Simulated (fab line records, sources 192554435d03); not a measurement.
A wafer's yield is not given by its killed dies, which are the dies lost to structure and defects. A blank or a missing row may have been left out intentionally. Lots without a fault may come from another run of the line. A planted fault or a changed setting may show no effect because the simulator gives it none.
Chamber matching	flow n5_finfet	N5_FIN_SAQP_ETCH_65 on rie_si-01 has 4 sister chambers
The step etches SiO2 in CF4, target depth 4 nm, time 4.4 s. 7 wafers are shown with their chamber, then 7 later ones without.

## WAFERS PAIRED WITH THEIR CHAMBERS
wafer	chamber	throttle_valve_pct (%)	oes_product_au (a.u.)
L080.5	1	21.82	1.04
L082.3	3	22.30	0.97
L089.1	2	21.66	0.98
L089.2	1	21.80	1.05
L089.5	3	22.29	0.97
L091.3	2	21.64	0.97
L091.4	0	21.62	0.95

## WAFERS WITHOUT THEIR CHAMBER
wafer	throttle_valve_pct (%)	oes_product_au (a.u.)
L091.6	22.29	0.96
L092.3	21.64	0.96
L092.5	21.66	0.97
L092.6	21.81	1.05
L096.1	22.28	0.99
L096.5	21.82	1.06
L096.6	21.62	0.97

## WHICH CHAMBER EACH ONE RAN IN
wafer	from the rows above	in truth
L091.6	3	3
L092.3	can't be placed: 0 or 2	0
L092.5	2	2
L092.6	1	1
L096.1	3	3
L096.5	1	1
L096.6	can't be placed: 2 or 0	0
Correct placement for 5 of the 7. Can't be placed from these rows: 2 (the true chamber is among the candidates in 2). Number placed wrongly: 0.
How it was worked out, from the rows above alone: a wafer's distance from a chamber is the root of the sum, over the readings, of the square of ((its reading less the chamber's mean) divided by the reading's scatter). The wafer belongs to the nearest chamber; if the next one is less than 2 further off, it can't be placed. A chamber's mean is the mean of its shown wafers. The scatter is the square root of a quotient: the sum, over the shown wafers, of each reading's squared deviation from its chamber's mean, divided by wafers minus chambers.
